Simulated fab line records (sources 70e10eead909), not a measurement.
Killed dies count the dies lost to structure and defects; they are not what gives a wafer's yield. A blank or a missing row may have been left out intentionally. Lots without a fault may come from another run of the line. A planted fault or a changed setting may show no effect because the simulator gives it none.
fab line records -- flow nand_harc
[record] lots = 24, wafers = 72, last_day = 25
route steps=1159 shown A_M1@1037 A_BONDPAD@1061
lots that met no fault: taken from a fault-free run of the same line
start_h: the number of hours between the record's first day and the start of the first shown wafer of the lot -- wait_h: hours from the lot's prior step to this one -- " as in the row above -- L1.1+2: several wafers, shown together as one row -- - no value present, or no start provided -- * or withheld: withheld -- < > ~ a bound
route shown NAME@n: NAME is a module with steps in the file, n the number in the route of the first one -- usual: mean/standard deviation of fault-free wafers -- same: alike in all rows -- chamber/n: place in a boat -- sites: readings site by site -- _std_site: how widely they spread, as a standard deviation -- _edge_site: mean of outer sites minus mean of inner sites -- radius_mm: how far each site lies from the wafer's centre -- mask NAME#n: copy n -- behind: the last tool/chamber to shape the wafer -- hold: the reason the lot was held/the length of the hold in hours/how it ended -- device: which transistor (n, p or np) failed to switch -- end of line: tests of these same wafers at the route's end -- for a step that has no rows: nothing shown but its recipe -- killed: dies that structure and defects cost at the first sort, which is not the same as the wafer's yield -- map: the dies of a wafer, with x for killed, . for not killed, _ for no die there
set.NAME: the setting as run; set.NAME@STEP: as run at that earlier step -- model.NAME: the simulator's own value behind a step, which no gauge read
a sample of lots followed through the steps of the route, with each step as a table and each wafer as a row
services: when a tool's chamber went out of use (start_h, in hours from the record's first day, below 0 if earlier), for how many hours, and the reason
[[steps]]
[step NHARC_A_M1_OVL_MEAS_10]
[recipe] pitch_nm = 240
[usual] overlay_x_nm = 0.0/0.79, overlay_y_nm = 0.0/0.77
lot.wafer,tool,chamber,start_h,wait_h,overlay_x_nm,overlay_y_nm
L074.1,overlay-02,-,415.11,-,0.5,0.1
L074.3,overlay-02,-,415.11,-,-0.1,0.2
L074.4,overlay-02,-,415.11,-,1.0,0.5
L076.2,overlay-01,-,416.01,-,-0.1,-0.9
L076.3,overlay-01,-,416.01,-,-0.4,-1.2
L076.5,overlay-01,-,416.01,-,-0.1,-1.1
L075.1,overlay-02,-,416.30,-,0.4,0.7
L075.4,overlay-02,-,416.30,-,0.3,1.0
L075.5,overlay-02,-,416.30,-,0.6,0.8
L077.1,overlay-01,-,427.70,-,0.8,-1.1
L077.2,overlay-01,-,427.70,-,0.5,-1.4
L077.3,overlay-01,-,427.70,-,0.9,-1.7
L079.1,overlay-02,-,428.50,-,0.7,-0.4
L079.2,overlay-02,-,428.50,-,0.8,-0.1
L079.3,overlay-02,-,428.50,-,0.2,-0.3
L078.1,overlay-01,-,439.10,-,0.7,0.3
L078.5,overlay-01,-,439.10,-,0.1,0.6
L078.6,overlay-01,-,439.10,-,0.6,0.5
L082.1,overlay-01,-,446.31,-,-1.3,0.9
L082.4,overlay-01,-,446.31,-,-1.3,0.0
L082.6,overlay-01,-,446.31,-,-1.1,0.0
L081.2,overlay-02,-,448.14,-,-0.8,-1.1
L081.5,overlay-02,-,448.14,-,-0.3,-0.8
L081.6,overlay-02,-,448.14,-,-0.7,-1.5
L080.3,overlay-02,-,451.33,-,0.0,0.5
L080.4,overlay-02,-,451.33,-,0.1,0.4
L080.6,overlay-02,-,451.33,-,-0.2,0.2
L083.1,overlay-02,-,461.05,-,-0.3,-1.4
L083.3,overlay-02,-,461.05,-,-0.5,-1.1
L083.6,overlay-02,-,461.05,-,-0.5,-1.2
L084.2,overlay-02,-,465.82,-,0.0,-0.9
L084.3,overlay-02,-,465.82,-,-0.2,-0.4
L084.4,overlay-02,-,465.82,-,-0.5,0.0
L088.2,overlay-02,-,468.65,-,0.3,0.3
L088.4,overlay-02,-,468.65,-,0.3,0.2
L088.5,overlay-02,-,468.65,-,-0.1,0.5
L087.2,overlay-01,-,469.50,-,-0.9,0.9
L087.4,overlay-01,-,469.50,-,-1.5,1.2
L087.5,overlay-01,-,469.50,-,-1.1,0.8
L086.3,overlay-02,-,473.32,-,-0.1,0.3
L086.4,overlay-02,-,473.32,-,-0.4,0.7
L086.5,overlay-02,-,473.32,-,0.0,0.9
L085.3,overlay-02,-,482.63,-,0.0,-1.0
L085.5,overlay-02,-,482.63,-,-0.3,-1.1
L085.6,overlay-02,-,482.63,-,0.0,-0.5
L089.1,overlay-02,-,497.18,-,1.0,0.5
L089.5,overlay-02,-,497.18,-,-0.2,0.3
L089.6,overlay-02,-,497.18,-,0.4,1.3
L091.2,overlay-01,-,502.15,-,-0.4,0.6
L091.5,overlay-01,-,502.15,-,-0.5,0.4
L091.6,overlay-01,-,502.15,-,-0.5,0.2
L090.3,overlay-01,-,503.15,-,-0.7,0.0
L090.4,overlay-01,-,503.15,-,-1.1,-0.4
L090.5,overlay-01,-,503.15,-,-0.5,-0.5
L092.1,overlay-02,-,503.91,-,1.5,-0.2
L092.5,overlay-02,-,503.91,-,0.6,0.1
L092.6,overlay-02,-,503.91,-,1.1,-0.5
L093.2,overlay-02,-,511.69,-,0.5,-0.3
L093.3,overlay-02,-,511.69,-,0.2,-1.5
L093.6,overlay-02,-,511.69,-,-0.1,-1.0
L094.1,overlay-02,-,512.65,-,0.2,-0.4
L094.4,overlay-02,-,512.65,-,0.4,-0.3
L094.6,overlay-02,-,512.65,-,0.6,0.0
L095.3,overlay-01,-,520.76,-,0.9,0.9
L095.5,overlay-01,-,520.76,-,1.9,1.1
L095.6,overlay-01,-,520.76,-,1.2,0.7
L096.1,overlay-02,-,521.07,-,0.5,0.8
L096.2,overlay-02,-,521.07,-,1.2,0.9
L096.4,overlay-02,-,521.07,-,1.2,1.0
L097.2,overlay-01,-,555.42,-,-2.1,0.0
L097.3,overlay-01,-,555.42,-,-2.8,-0.1
L097.4,overlay-01,-,555.42,-,-1.9,0.0
[step NHARC_A_M1_CD_MEAS_16]
[usual] cd_nm = 120.3/0.75
lot.wafer,tool,chamber,start_h,wait_h,cd_nm
L074.1,cd_sem-02,-,415.51,-,121.4
L074.3,cd_sem-02,-,415.51,-,119.8
L074.4,cd_sem-02,-,415.51,-,121.4
L076.2,cd_sem-01,-,416.42,-,120.2
L076.3,cd_sem-01,-,416.42,-,120.6
L076.5,cd_sem-01,-,416.42,-,120.9
L075.1,cd_sem-02,-,416.70,-,119.7
L075.4,cd_sem-02,-,416.70,-,119.6
L075.5,cd_sem-02,-,416.70,-,119.9
L077.1,cd_sem-01,-,428.10,-,120.6
L077.2,cd_sem-01,-,428.10,-,120.0
L077.3,cd_sem-01,-,428.10,-,119.2
L079.1,cd_sem-02,-,428.91,-,119.6
L079.2,cd_sem-02,-,428.91,-,119.1
L079.3,cd_sem-02,-,428.91,-,119.5
L078.1,cd_sem-02,-,439.50,-,120.8
L078.5,cd_sem-02,-,439.50,-,120.6
L078.6,cd_sem-02,-,439.50,-,119.7
L082.1,cd_sem-02,-,446.71,-,120.3
L082.4,cd_sem-02,-,446.71,-,120.5
L082.6,cd_sem-02,-,446.71,-,121.8
L081.2,cd_sem-02,-,448.59,-,120.6
L081.5,cd_sem-02,-,448.59,-,120.8
L081.6,cd_sem-02,-,448.59,-,119.9
L080.3,cd_sem-01,-,451.74,-,120.8
L080.4,cd_sem-01,-,451.74,-,120.9
L080.6,cd_sem-01,-,451.74,-,121.2
L083.1,cd_sem-02,-,461.50,-,120.5
L083.3,cd_sem-02,-,461.50,-,120.4
L083.6,cd_sem-02,-,461.50,-,118.8
L084.2,cd_sem-01,-,466.23,-,121.1
L084.3,cd_sem-01,-,466.23,-,120.7
L084.4,cd_sem-01,-,466.23,-,120.2
L088.2,cd_sem-02,-,469.10,-,120.4
L088.4,cd_sem-02,-,469.10,-,119.7
L088.5,cd_sem-02,-,469.10,-,121.1
L087.2,cd_sem-01,-,469.91,-,122.7
L087.4,cd_sem-01,-,469.91,-,120.8
L087.5,cd_sem-01,-,469.91,-,120.5
L086.3,cd_sem-02,-,473.72,-,120.2
L086.4,cd_sem-02,-,473.72,-,120.1
L086.5,cd_sem-02,-,473.72,-,121.3
L085.3,cd_sem-01,-,483.04,-,121.2
L085.5,cd_sem-01,-,483.04,-,121.1
L085.6,cd_sem-01,-,483.04,-,121.2
L089.1,cd_sem-01,-,497.58,-,120.1
L089.5,cd_sem-01,-,497.58,-,118.9
L089.6,cd_sem-01,-,497.58,-,119.5
L091.2,cd_sem-01,-,502.60,-,120.6
L091.5,cd_sem-01,-,502.60,-,119.6
L091.6,cd_sem-01,-,502.60,-,120.2
L090.3,cd_sem-03,-,503.55,-,120.2
L090.4,cd_sem-03,-,503.55,-,120.1
L090.5,cd_sem-03,-,503.55,-,119.6
L092.1,cd_sem-02,-,504.31,-,120.6
L092.5,cd_sem-02,-,504.31,-,119.8
L092.6,cd_sem-02,-,504.31,-,121.1
L093.2,cd_sem-03,-,512.09,-,119.2
L093.3,cd_sem-03,-,512.09,-,119.1
L093.6,cd_sem-03,-,512.09,-,118.9
L094.1,cd_sem-01,-,513.07,-,120.6
L094.4,cd_sem-01,-,513.07,-,120.0
L094.6,cd_sem-01,-,513.07,-,120.6
L095.3,cd_sem-03,-,521.18,-,121.6
L095.5,cd_sem-03,-,521.18,-,121.1
L095.6,cd_sem-03,-,521.18,-,121.0
L096.1,cd_sem-02,-,521.47,-,121.0
L096.2,cd_sem-02,-,521.47,-,121.1
L096.4,cd_sem-02,-,521.47,-,119.9
L097.2,cd_sem-02,-,555.82,-,120.7
L097.3,cd_sem-02,-,555.82,-,120.4
L097.4,cd_sem-02,-,555.82,-,119.4
[step NHARC_A_M1_ETCH_28]
[recipe] target_depth_a = 300, over_etch_frac = 0.3, time_s = 72.99, ion_energy_ev = 150, cf4_flow_sccm = 50, n2_flow_sccm = 100, ar_flow_sccm = 150, rf_w = 300, bias_w = 100, chemistry = CF4/N2
[usual] drypump_motor_current_A = 5.7/0.47, oes_product_au = 0.999/0.012, rf_vpp_V = 315.7/1.9, showerhead_plenum_p_Torr = 2.72/0.11, throttle_valve_pct = 19.795/0.0089
[same] over_etch_frac = 0.3
lot.wafer,tool,chamber,start_h,wait_h,drypump_motor_current_A,oes_product_au,rf_hours_counter_h,rf_vpp_V,showerhead_plenum_p_Torr,throttle_valve_pct
L074.3,rie_diel-12,1,-,-,5.3,1.005,1.7,313.4,2.46,19.778
L074.4,rie_diel-12,2,-,-,5.8,1.011,1.8,316.9,2.76,19.796
L074.1,rie_diel-12,3,-,-,6.2,1.008,1.7,316.2,2.78,19.800
L076.2,rie_diel-09,3,-,-,5.6,0.979,9.3,315.5,2.80,19.796
L076.3,rie_diel-09,0,-,-,5.3,1.004,11.6,316.8,2.73,19.799
L076.5,rie_diel-09,3,-,-,5.6,0.986,-,316.5,2.80,19.797
L075.1,rie_diel-06,1,-,-,5.4,1.007,3.9,317.7,2.79,19.790
L075.4,rie_diel-06,3,-,-,6.1,0.992,3.9,316.8,2.81,19.791
L075.5,rie_diel-06,2,-,-,6.2,0.971,-,316.2,2.77,19.780
L077.3,rie_diel-06,2,-,-,6.1,0.980,0.1,316.0,2.77,19.808
L077.2,rie_diel-06,3,-,-,6.2,0.993,0.1,316.5,2.81,19.781
L077.1,rie_diel-06,1,-,-,5.4,1.014,0.1,315.1,2.79,19.803
L079.2,rie_diel-06,0,-,-,6.7,1.011,0.2,312.6,2.49,19.801
L079.3,rie_diel-06,1,-,-,5.4,1.008,0.1,317.2,2.79,19.813
L079.1,rie_diel-06,2,-,-,6.2,0.993,0.1,317.3,2.77,19.803
L078.1,rie_diel-06,0,-,-,6.6,1.008,0.6,310.3,2.49,19.803
L078.5,rie_diel-06,1,-,-,5.4,1.019,-,318.0,2.79,19.798
L078.6,rie_diel-06,2,-,-,6.1,0.997,-,316.7,2.77,19.801
L082.4,rie_diel-12,2,-,-,5.8,0.985,4.4,316.1,2.76,19.797
L082.1,rie_diel-12,0,-,-,5.5,0.986,5.1,318.4,2.76,19.807
L082.6,rie_diel-12,1,-,-,5.3,1.006,-,311.2,2.46,19.785
L081.2,rie_diel-12,3,-,-,6.2,1.006,4.5,316.8,2.78,19.790
L081.5,rie_diel-12,3,-,-,6.1,1.002,-,317.6,2.78,19.801
L081.6,rie_diel-12,0,-,-,5.5,0.986,-,315.7,2.76,19.791
L080.3,rie_diel-09,3,-,-,5.5,0.984,0.9,316.2,2.80,19.786
L080.4,rie_diel-09,3,-,-,5.6,0.994,-,316.3,2.80,19.796
L080.6,rie_diel-09,2,-,-,5.0,1.004,-,315.3,2.67,19.796
L083.3,rie_diel-09,2,-,-,5.0,1.002,1.7,315.8,2.67,19.817
L083.1,rie_diel-09,1,-,-,5.9,0.989,1.4,313.9,2.66,19.790
L083.6,rie_diel-09,0,-,-,5.3,1.005,-,316.5,2.73,19.798
L084.2,rie_diel-12,1,-,-,5.3,0.997,5.4,310.4,2.46,19.783
L084.3,rie_diel-12,3,-,-,6.2,1.000,5.1,315.4,2.78,19.800
L084.4,rie_diel-12,0,-,-,5.5,0.990,5.7,316.0,2.76,19.793
L088.2,rie_diel-09,0,-,-,5.3,1.018,3.2,316.6,2.73,19.800
L088.4,rie_diel-09,2,-,-,5.0,1.010,-,313.9,2.67,19.819
L088.5,rie_diel-09,0,-,-,5.3,1.018,-,315.1,2.73,19.791
L087.2,rie_diel-06,1,-,-,5.4,1.006,1.4,316.1,2.79,19.791
L087.4,rie_diel-06,0,-,-,6.7,1.006,1.3,311.8,2.49,19.783
L087.5,rie_diel-06,2,-,-,6.2,0.994,-,317.1,2.77,19.762
L086.4,rie_diel-06,1,-,-,5.4,1.013,1.5,317.9,2.79,19.791
L086.3,rie_diel-06,3,-,-,6.2,0.994,1.6,318.0,2.81,19.803
L086.5,rie_diel-06,2,-,-,6.2,0.998,-,316.4,2.77,19.793
L085.3,rie_diel-09,2,-,-,5.0,1.006,3.9,314.3,2.67,19.788
L085.5,rie_diel-09,1,-,-,5.8,0.994,-,316.3,2.66,19.796
L085.6,rie_diel-09,2,-,-,5.0,1.003,-,314.9,2.67,19.799
L089.1,rie_diel-06,3,-,-,6.2,0.969,2.1,316.7,2.81,19.786
L089.5,rie_diel-06,0,-,-,6.7,1.004,-,313.3,2.49,19.788
L089.6,rie_diel-06,3,-,-,6.1,0.975,-,317.7,2.81,19.790
L091.2,rie_diel-09,1,-,-,5.9,0.990,5.0,314.1,2.66,19.795
L091.6,rie_diel-09,1,-,-,5.9,0.984,-,315.6,2.66,19.789
L091.5,rie_diel-09,2,-,-,5.0,1.006,-,315.2,2.67,19.785
L090.3,rie_diel-06,3,504.05,0.3,6.2,0.980,-,317.9,2.81,19.796
L090.4,rie_diel-06,1,504.05,0.3,5.4,1.007,-,318.1,2.79,19.805
L090.5,rie_diel-06,1,504.05,0.3,5.4,1.020,-,316.9,2.79,19.806
L092.1,rie_diel-06,1,504.78,0.3,5.4,1.007,2.6,319.2,2.79,19.798
L092.5,rie_diel-06,1,504.78,0.3,5.4,1.002,-,316.2,2.79,19.791
L092.6,rie_diel-06,3,504.78,0.3,6.2,0.985,-,316.8,2.81,19.797
L093.3,rie_diel-09,2,-,-,5.0,0.994,7.0,316.8,2.67,19.790
L093.2,rie_diel-09,0,-,-,5.3,1.014,6.4,315.9,2.73,19.800
L093.6,rie_diel-09,3,-,-,5.6,0.999,-,318.6,2.80,19.803
L094.4,rie_diel-09,3,-,-,5.5,0.998,4.7,317.7,2.80,19.794
L094.1,rie_diel-09,1,-,-,5.9,0.974,6.3,313.7,2.66,19.799
L094.6,rie_diel-09,3,-,-,5.5,1.000,-,316.0,2.80,19.787
L095.3,rie_diel-06,3,-,-,6.2,0.980,3.2,317.0,2.81,19.798
L095.5,rie_diel-06,1,-,-,5.4,1.015,-,317.3,2.79,19.802
L095.6,rie_diel-06,3,-,-,6.2,0.982,-,316.6,2.81,19.792
L096.2,rie_diel-12,3,-,-,6.2,1.016,8.4,316.0,2.77,19.798
L096.4,rie_diel-12,0,-,-,5.5,0.980,9.1,314.9,2.76,19.801
L096.1,rie_diel-12,2,-,-,5.8,1.003,8.4,316.7,2.76,19.792
L097.3,rie_diel-09,0,-,-,5.3,1.019,9.1,315.6,2.73,19.794
L097.4,rie_diel-09,1,-,-,5.9,0.997,8.7,314.0,2.66,19.787
L097.2,rie_diel-09,3,-,-,5.6,1.012,7.7,316.0,2.80,19.792
[step NHARC_A_M1_PVD_21]
[recipe] target_thk_a = 300, chamber_pressure_pa = 5, power_w = 5000, substrate_temp_c = 30, time_s = 20.49, material = Cu
[usual] throttle_valve_pct = 30.2/0.58
lot.wafer,tool,chamber,start_h,wait_h,throttle_valve_pct
L074.4,pvd_sputter-03,-,-,-,29.5
L074.1,pvd_sputter-03,-,-,-,30.2
L074.3,pvd_sputter-03,-,-,-,30.1
L076.2,pvd_sputter-01,-,-,-,30.5
L076.3,pvd_sputter-01,-,-,-,30.2
L076.5,pvd_sputter-01,-,-,-,30.4
L075.4,pvd_sputter-03,-,-,-,30.1
L075.1,pvd_sputter-03,-,-,-,29.8
L075.5,pvd_sputter-03,-,-,-,30.6
L077.3,pvd_sputter-01,-,-,-,30.4
L077.2,pvd_sputter-01,-,-,-,31.0
L077.1,pvd_sputter-01,-,-,-,30.4
L079.2,pvd_sputter-03,-,-,-,29.6
L079.1,pvd_sputter-03,-,-,-,30.4
L079.3,pvd_sputter-03,-,-,-,29.9
L078.1,pvd_sputter-03,-,-,-,29.5
L078.6,pvd_sputter-03,-,-,-,29.8
L078.5,pvd_sputter-03,-,-,-,29.8
L082.4,pvd_sputter-01,-,-,-,30.3
L082.1,pvd_sputter-01,-,-,-,30.6
L082.6,pvd_sputter-01,-,-,-,30.5
L081.2,pvd_sputter-01,-,-,-,30.3
L081.6,pvd_sputter-01,-,-,-,30.1
L081.5,pvd_sputter-01,-,-,-,30.3
L080.4,pvd_sputter-02,-,-,-,30.9
L080.3,pvd_sputter-02,-,-,-,29.8
L080.6,pvd_sputter-02,-,-,-,30.9
L083.1,pvd_sputter-01,-,-,-,30.1
L083.3,pvd_sputter-01,-,-,-,30.6
L083.6,pvd_sputter-01,-,-,-,30.9
L084.2,pvd_sputter-01,-,-,-,30.6
L084.3,pvd_sputter-01,-,-,-,30.5
L084.4,pvd_sputter-01,-,-,-,30.4
L088.4,pvd_sputter-03,-,-,-,29.8
L088.2,pvd_sputter-03,-,-,-,29.9
L088.5,pvd_sputter-03,-,-,-,29.7
L087.2,pvd_sputter-03,-,-,-,30.7
L087.4,pvd_sputter-03,-,-,-,29.5
L087.5,pvd_sputter-03,-,-,-,29.5
L086.3,pvd_sputter-02,-,-,-,31.0
L086.4,pvd_sputter-02,-,-,-,30.7
L086.5,pvd_sputter-02,-,-,-,29.1
L085.3,pvd_sputter-03,-,-,-,29.2
L085.5,pvd_sputter-03,-,-,-,30.7
L085.6,pvd_sputter-03,-,-,-,29.3
L089.1,pvd_sputter-01,-,-,-,30.7
L089.6,pvd_sputter-01,-,-,-,30.4
L089.5,pvd_sputter-01,-,-,-,30.8
L091.2,pvd_sputter-01,-,-,-,30.5
L091.5,pvd_sputter-01,-,-,-,30.6
L091.6,pvd_sputter-01,-,-,-,31.3
L090.4,pvd_sputter-01,-,-,-,30.5
L090.3,pvd_sputter-01,-,-,-,30.9
L090.5,pvd_sputter-01,-,-,-,30.5
L092.1,pvd_sputter-03,-,-,-,30.0
L092.5,pvd_sputter-03,-,-,-,30.7
L092.6,pvd_sputter-03,-,-,-,29.7
L093.2,pvd_sputter-03,-,-,-,29.2
L093.3,pvd_sputter-03,-,-,-,30.1
L093.6,pvd_sputter-03,-,-,-,30.5
L094.4,pvd_sputter-03,-,514.02,-,29.3
L094.1,pvd_sputter-03,-,514.02,-,30.9
L094.6,pvd_sputter-03,-,514.02,-,29.5
L095.3,pvd_sputter-03,-,-,-,30.1
L095.5,pvd_sputter-03,-,-,-,30.8
L095.6,pvd_sputter-03,-,-,-,29.7
L096.2,pvd_sputter-03,-,-,-,29.9
L096.1,pvd_sputter-03,-,-,-,30.1
L096.4,pvd_sputter-03,-,-,-,29.6
L097.4,pvd_sputter-02,-,-,-,30.9
L097.3,pvd_sputter-02,-,-,-,30.9
L097.2,pvd_sputter-02,-,-,-,29.5
[step NHARC_A_BONDPAD_THK_MEAS_30]
[recipe] thk_meas_gauge = ellipsometry
[usual] thk_nm = 199.5/1.3
lot.wafer,tool,chamber,start_h,wait_h,thk_nm
L074.1,film_metro-01,-,419.18,0.2,199.7
L074.3,film_metro-01,-,419.18,0.2,197.5
L074.4,film_metro-01,-,419.18,0.2,202.0
L076.2,film_metro-02,-,420.69,0.2,203.2
L076.3,film_metro-02,-,420.69,0.2,199.4
L076.5,film_metro-02,-,420.69,0.2,200.8
L075.1,film_metro-02,-,420.74,0.2,198.4
L075.4,film_metro-02,-,420.74,0.2,198.4
L075.5,film_metro-02,-,420.74,0.2,199.5
L077.1,film_metro-01,-,432.17,0.2,199.9
L077.2,film_metro-01,-,432.17,0.2,198.7
L077.3,film_metro-01,-,432.17,0.2,200.0
L079.1,film_metro-02,-,433.00,0.2,200.5
L079.2,film_metro-02,-,433.00,0.2,200.1
L079.3,film_metro-02,-,433.00,0.2,199.9
L078.1,film_metro-01,-,443.15,0.2,199.5
L078.5,film_metro-01,-,443.15,0.2,198.0
L078.6,film_metro-01,-,443.15,0.2,199.1
L082.1,film_metro-01,-,450.69,0.2,202.3
L082.4,film_metro-01,-,450.69,0.2,196.4
L082.6,film_metro-01,-,450.69,0.2,200.0
L081.2,film_metro-02,-,452.71,0.2,199.4
L081.5,film_metro-02,-,452.71,0.2,199.4
L081.6,film_metro-02,-,452.71,0.2,200.7
L080.3,film_metro-02,-,456.08,0.2,199.4
L080.4,film_metro-02,-,456.08,0.2,200.0
L080.6,film_metro-02,-,456.08,0.2,199.3
L083.1,film_metro-02,-,465.39,0.2,200.1
L083.3,film_metro-02,-,465.39,0.2,198.5
L083.6,film_metro-02,-,465.39,0.2,197.1
L084.2,film_metro-02,-,470.44,0.1,199.4
L084.3,film_metro-02,-,470.44,0.1,199.6
L084.4,film_metro-02,-,470.44,0.1,198.3
L088.2,film_metro-02,-,472.78,0.2,198.9
L088.4,film_metro-02,-,472.78,0.2,200.1
L088.5,film_metro-02,-,472.78,0.2,198.9
L087.2,film_metro-02,-,473.96,0.2,199.6
L087.4,film_metro-02,-,473.96,0.2,200.3
L087.5,film_metro-02,-,473.96,0.2,200.5
L086.3,film_metro-01,-,477.59,0.2,197.9
L086.4,film_metro-01,-,477.59,0.2,197.0
L086.5,film_metro-01,-,477.59,0.2,198.8
L085.3,film_metro-02,-,486.68,0.2,199.2
L085.5,film_metro-02,-,486.68,0.2,202.2
L085.6,film_metro-02,-,486.68,0.2,201.9
L089.1,film_metro-01,-,501.27,0.2,198.3
L089.5,film_metro-01,-,501.27,0.2,199.9
L089.6,film_metro-01,-,501.27,0.2,199.9
L091.2,film_metro-02,-,506.24,0.2,199.2
L091.5,film_metro-02,-,506.24,0.2,198.1
L091.6,film_metro-02,-,506.24,0.2,199.3
L090.3,film_metro-01,-,507.39,0.2,200.4
L090.4,film_metro-01,-,507.39,0.2,197.7
L090.5,film_metro-01,-,507.39,0.2,198.9
L092.1,film_metro-02,-,508.28,0.2,200.1
L092.5,film_metro-02,-,508.28,0.2,198.6
L092.6,film_metro-02,-,508.28,0.2,200.4
L093.2,film_metro-02,-,515.93,0.2,199.0
L093.3,film_metro-02,-,515.93,0.2,200.9
L093.6,film_metro-02,-,515.93,0.2,199.6
L094.1,film_metro-01,-,516.85,0.2,196.8
L094.4,film_metro-01,-,516.85,0.2,201.0
L094.6,film_metro-01,-,516.85,0.2,199.2
L095.3,film_metro-01,-,524.93,0.2,200.8
L095.5,film_metro-01,-,524.93,0.2,198.5
L095.6,film_metro-01,-,524.93,0.2,200.8
L096.1,film_metro-02,-,525.20,0.1,197.8
L096.2,film_metro-02,-,525.20,0.1,201.3
L096.4,film_metro-02,-,525.20,0.1,201.1
L097.2,film_metro-01,-,560.72,0.2,199.3
L097.3,film_metro-01,-,560.72,0.2,199.9
L097.4,film_metro-01,-,560.72,0.2,198.0
[step NHARC_A_BONDPAD_CD_MEAS_09]
[recipe] target_cd_nm = 500, landing_energy_ev = 500
[usual] cd_nm = 499.7/1.6
lot.wafer,tool,chamber,start_h,wait_h,cd_nm
L074.1,cd_sem-02,0,419.74,-,499.3
L074.3,cd_sem-02,0,419.74,-,500.6
L074.4,cd_sem-02,0,419.74,-,499.0
L076.2,cd_sem-01,0,421.26,-,498.6
L076.3,cd_sem-01,0,421.26,-,499.8
L076.5,cd_sem-01,0,421.26,-,499.0
L075.1,cd_sem-02,0,421.42,-,499.1
L075.4,cd_sem-02,0,421.42,-,500.0
L075.5,cd_sem-02,0,421.42,-,501.0
L077.1,cd_sem-01,0,432.75,-,501.9
L077.2,cd_sem-01,0,432.75,-,499.8
L077.3,cd_sem-01,0,432.75,-,497.9
L079.1,cd_sem-01,0,433.57,-,497.0
L079.2,cd_sem-01,0,433.57,-,500.5
L079.3,cd_sem-01,0,433.57,-,499.9
L078.1,cd_sem-01,0,443.59,-,502.1
L078.5,cd_sem-01,0,443.59,-,497.8
L078.6,cd_sem-01,0,443.59,-,497.6
L082.1,cd_sem-01,0,451.13,-,499.4
L082.4,cd_sem-01,0,451.13,-,500.6
L082.6,cd_sem-01,0,451.13,-,501.6
L081.2,cd_sem-01,0,453.28,-,496.5
L081.5,cd_sem-01,0,453.28,-,499.4
L081.6,cd_sem-01,0,453.28,-,498.2
L080.3,cd_sem-01,0,456.65,-,498.5
L080.4,cd_sem-01,0,456.65,-,501.8
L080.6,cd_sem-01,0,456.65,-,500.6
L083.1,cd_sem-02,0,465.83,-,500.7
L083.3,cd_sem-02,0,465.83,-,500.6
L083.6,cd_sem-02,0,465.83,-,499.1
L084.2,cd_sem-02,0,470.89,-,497.3
L084.3,cd_sem-02,0,470.89,-,500.8
L084.4,cd_sem-02,0,470.89,-,497.4
L088.2,cd_sem-03,0,473.36,-,501.0
L088.4,cd_sem-03,0,473.36,-,501.6
L088.5,cd_sem-03,0,473.36,-,498.5
L087.2,cd_sem-03,0,474.53,-,501.2
L087.4,cd_sem-03,0,474.53,-,502.0
L087.5,cd_sem-03,0,474.53,-,502.8
L086.3,cd_sem-02,0,478.16,-,497.5
L086.4,cd_sem-02,0,478.16,-,499.1
L086.5,cd_sem-02,0,478.16,-,498.2
L085.3,cd_sem-02,0,487.27,-,498.5
L085.5,cd_sem-02,0,487.27,-,500.5
L085.6,cd_sem-02,0,487.27,-,500.9
L089.1,cd_sem-02,0,501.83,-,500.2
L089.5,cd_sem-02,0,501.83,-,500.3
L089.6,cd_sem-02,0,501.83,-,501.6
L091.2,cd_sem-03,0,506.80,-,496.1
L091.5,cd_sem-03,0,506.80,-,496.8
L091.6,cd_sem-03,0,506.80,-,500.3
L090.3,cd_sem-02,0,507.96,-,499.9
L090.4,cd_sem-02,0,507.96,-,500.6
L090.5,cd_sem-02,0,507.96,-,500.9
L092.1,cd_sem-02,0,508.84,-,497.6
L092.5,cd_sem-02,0,508.84,-,499.3
L092.6,cd_sem-02,0,508.84,-,494.5
L093.2,cd_sem-01,0,516.50,-,499.3
L093.3,cd_sem-01,0,516.50,-,501.2
L093.6,cd_sem-01,0,516.50,-,500.7
L094.1,cd_sem-03,0,517.43,-,500.2
L094.4,cd_sem-03,0,517.43,-,502.9
L094.6,cd_sem-03,0,517.43,-,499.1
L095.3,cd_sem-03,0,525.37,-,499.5
L095.5,cd_sem-03,0,525.37,-,498.7
L095.6,cd_sem-03,0,525.37,-,497.6
L096.1,cd_sem-02,0,525.76,-,501.7
L096.2,cd_sem-02,0,525.76,-,497.8
L096.4,cd_sem-02,0,525.76,-,501.4
L097.2,cd_sem-03,0,561.16,-,498.8
L097.3,cd_sem-03,0,561.16,-,498.6
L097.4,cd_sem-03,0,561.16,-,502.9
[[services]]
tool,chamber,start_h,hours,kind
pvd_sputter-02,-,392.04,10.0,pm
rie_diel-06,-,395.05,0.4,repair
rie_diel-06,0,397.24,-,clean
rie_diel-06,1,397.24,-,clean
rie_diel-06,2,397.24,-,clean
rie_diel-06,3,397.24,-,clean
rie_diel-06,-,418.24,9.0,pm
rie_diel-06,0,418.24,9.0,vent_cycle
rie_diel-06,1,418.24,9.0,vent_cycle
rie_diel-06,2,418.24,9.0,vent_cycle
rie_diel-06,3,418.24,9.0,vent_cycle
rie_diel-12,3,427.24,3.9,repair
rie_diel-06,0,427.24,-,clean
rie_diel-06,1,427.24,-,clean
rie_diel-09,-,431.43,9.0,pm
pvd_sputter-01,-,438.65,3.7,repair
rie_diel-09,1,448.12,5.6,repair
rie_diel-09,3,459.15,12.2,repair
rie_diel-06,0,474.76,9.8,repair
rie_diel-12,3,483.64,6.4,repair
rie_diel-06,0,502.90,5.7,repair
pvd_sputter-01,-,514.00,10.0,pm
rie_diel-12,1,522.57,3.0,repair
rie_diel-12,-,556.40,9.0,pm
[[key]]
fault none
